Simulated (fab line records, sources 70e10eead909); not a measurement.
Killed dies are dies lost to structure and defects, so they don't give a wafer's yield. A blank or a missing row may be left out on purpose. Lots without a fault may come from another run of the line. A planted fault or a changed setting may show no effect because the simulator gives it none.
Which tool did it? | flow nand_harc | 12 lots, 36 wafers sampled, at 5 steps of a route of 1159

WHAT THE GAUGES READ, wafer by wafer
NHARC_P_M1_THK_MEAS_24: measures by xrf. Usual: thk_nm 157.2 nm, standard deviation 1.6.
lot  | measured     | on            | thk_nm (nm)       | flag
L871 | day 7 02:32  | film_metro-01 | 158.4 156.9 161.7 |
L872 | day 7 12:25  | film_metro-01 | 159.4 157.4 157.1 |
L879 | day 9 07:43  | film_metro-01 | 157.0 160.5 156.9 |
L880 | day 9 08:44  | film_metro-01 | 157.0 158.2 160.1 |
L881 | day 10 02:10 | film_metro-02 | 155.4 155.9 156.7 |
L882 | day 10 02:19 | film_metro-01 | 158.3 156.7 155.6 |
L883 | day 10 04:38 | film_metro-02 | 156.9 160.4 158.7 |
L884 | day 10 11:03 | film_metro-01 | 160.7 157.5 157.6 |
L887 | day 11 02:59 | film_metro-02 | 158.9 157.9 158.0 |
L888 | day 11 08:37 | film_metro-02 | 154.5 154.0 156.1 |
L890 | day 11 13:00 | film_metro-01 | 154.2 157.5 157.3 |
L889 | day 11 13:45 | film_metro-01 | 157.8 156.0 158.9 |

WHICH TOOL RAN EACH LOT (tool, then ch and the chambers of the sampled wafers, then the start)
lot  | NHARC_P_M0_ANNEAL_30             | NHARC_P_M1_PRE_CLEAN_30                 | NHARC_P_M1_ECD_22              | NHARC_P_M1_CMP_23
L871 | rtp_anneal-02 ch 0, day 6 21:36  | pvd_sputter-02, day 7 01:34 or earlier  | ecd_cu-01 ch 0, day 7 01:34    | cmp-01 ch 0,3, day 7 02:13
L872 | rtp_anneal-01 ch 0, day 7 07:44  | pvd_sputter-01, day 7 11:31 or earlier  | ecd_cu-02 ch 0,1, day 7 11:31  | cmp-01 ch 0,3, day 7 12:06
L879 | rtp_anneal-01 ch 0, day 9 02:59  | pvd_sputter-02, day 9 06:47 or earlier  | ecd_cu-02 ch 0,1, day 9 06:47  | cmp-03 ch 1,3, day 9 07:25
L880 | rtp_anneal-01 ch 0, day 9 03:53  | pvd_sputter-01, day 9 07:39 or earlier  | ecd_cu-02 ch 0,1, day 9 07:39  | cmp-01 ch 1,2,3, day 9 08:26
L881 | rtp_anneal-02 ch 0, day 9 21:08  | pvd_sputter-01, day 10 01:07 or earlier | ecd_cu-02 ch 0,1, day 10 01:07 | cmp-01 ch 2,3, day 10 01:52
L882 | rtp_anneal-01 ch 0, day 9 21:37  | pvd_sputter-03, day 10 01:16 or earlier | ecd_cu-01 ch 0,1, day 10 01:16 | cmp-02 ch 0,2, day 10 02:01
L883 | rtp_anneal-02 ch 0, day 9 23:40  | pvd_sputter-01, day 10 03:36 or earlier | ecd_cu-02 ch 0,1, day 10 03:36 | cmp-01 ch 1,2,3, day 10 04:23
L884 | rtp_anneal-02 ch 0, day 10 06:01 | pvd_sputter-02, day 10 10:01 or earlier | ecd_cu-01 ch 0,1, day 10 10:01 | cmp-01 ch 0,1,2, day 10 10:44
L887 | rtp_anneal-01 ch 0, day 10 22:00 | pvd_sputter-02, day 11 01:50 or earlier | ecd_cu-02 ch 0,1, day 11 01:50 | cmp-02 ch 0,1,2, day 11 02:40
L888 | rtp_anneal-01 ch 0, day 11 03:33 | pvd_sputter-01, day 11 07:37 or earlier | ecd_cu-02 ch 0, day 11 07:37   | cmp-02 ch 1,3, day 11 08:17
L890 | rtp_anneal-01 ch 0, day 11 07:52 | pvd_sputter-01, day 11 11:58 or earlier | ecd_cu-01 ch 0,1, day 11 11:58 | cmp-02 ch 0,2,3, day 11 12:41
L889 | rtp_anneal-01 ch 0, day 11 08:18 | pvd_sputter-02, day 11 12:28 or earlier | ecd_cu-01 ch 0,1, day 11 12:28 | cmp-01 ch 0,1,3, day 11 13:28
- NHARC_P_M0_ANNEAL_30: time 90 s.
- NHARC_P_M1_PRE_CLEAN_30: time 30 s.
- NHARC_P_M1_ECD_22: material Cu, target thk 400 nm.
- NHARC_P_M1_CMP_23: polishes, t overpolish 20 s, target thk 157.82 nm.

WHAT THE TOOLS THEMSELVES READ (means of the sampled wafers that have a number; where no wafer has one, the mark that the record gives instead)
NHARC_P_M0_ANNEAL_30. Usual: wafer_temp_C_max 226.3, standard deviation 0.31.
lot  | tool          | wafer_temp_C_max | flag
L871 | rtp_anneal-02 | 226.3            |
L872 | rtp_anneal-01 | 226.2            |
L879 | rtp_anneal-01 | 226.3            |
L880 | rtp_anneal-01 | 226.2            |
L881 | rtp_anneal-02 | 226.3            |
L882 | rtp_anneal-01 | 226.6            |
L883 | rtp_anneal-02 | 226.3            |
L884 | rtp_anneal-02 | 226.3            |
L887 | rtp_anneal-01 | 226.3            |
L888 | rtp_anneal-01 | 226.3            |
L890 | rtp_anneal-01 | 226.6            |
L889 | rtp_anneal-01 | 226.7            |

NHARC_P_M1_PRE_CLEAN_30. Usual: heater_power_w 423 W, standard deviation 45.
lot  | tool           | heater_power_w (W) | flag
L871 | pvd_sputter-02 | 407                |
L872 | pvd_sputter-01 | 364                |
L879 | pvd_sputter-02 | 413                |
L880 | pvd_sputter-01 | 422                |
L881 | pvd_sputter-01 | 437                |
L882 | pvd_sputter-03 | 406                |
L883 | pvd_sputter-01 | 470                |
L884 | pvd_sputter-02 | 438                |
L887 | pvd_sputter-02 | 457                |
L888 | pvd_sputter-01 | 393                |
L890 | pvd_sputter-01 | 439                |
L889 | pvd_sputter-02 | 441                |

NHARC_P_M1_CMP_23. Usual: motor_current_A 12.2 A, standard deviation 0.91; time_to_endpoint_s 27.9 s, standard deviation 2.5.
lot  | tool   | motor_current_A (A) | time_to_endpoint_s (s) | flag
L871 | cmp-01 | 13.1                | 26.6                   |
L872 | cmp-01 | 13.0                | 28.2                   |
L879 | cmp-03 | 13.2                | 30.8                   |
L880 | cmp-01 | 12.0                | 27.5                   |
L881 | cmp-01 | 11.9                | 27.7                   |
L882 | cmp-02 | 11.8                | 28.1                   |
L883 | cmp-01 | 12.2                | 29.5                   |
L884 | cmp-01 | 12.8                | 28.1                   |
L887 | cmp-02 | 11.6                | 27.7                   |
L888 | cmp-02 | 12.2                | 24.6                   |
L890 | cmp-02 | 11.7                | 27.6                   |
L889 | cmp-01 | 12.7                | 26.3                   |

THE ANSWER, worked out from the rows above alone
Rule: a lot is off if the mean of its wafers that have a number lies more than 3 standard deviations from the usual mean. A lot without any number at a reading at which 4 lots or more have one is off too. The other lots that the step has rows for count as sound. The gauges are gone through in route order, then the tools' own readings, and for those a lot's mean is taken as printed above. The first step at which some lot is off is used, and at that step the reading that is off furthest; a lot without a number counts as furthest.
No lot is off at any reading shown: from this, nothing can be told.

WHAT THE SIMULATOR HAD PUT IN
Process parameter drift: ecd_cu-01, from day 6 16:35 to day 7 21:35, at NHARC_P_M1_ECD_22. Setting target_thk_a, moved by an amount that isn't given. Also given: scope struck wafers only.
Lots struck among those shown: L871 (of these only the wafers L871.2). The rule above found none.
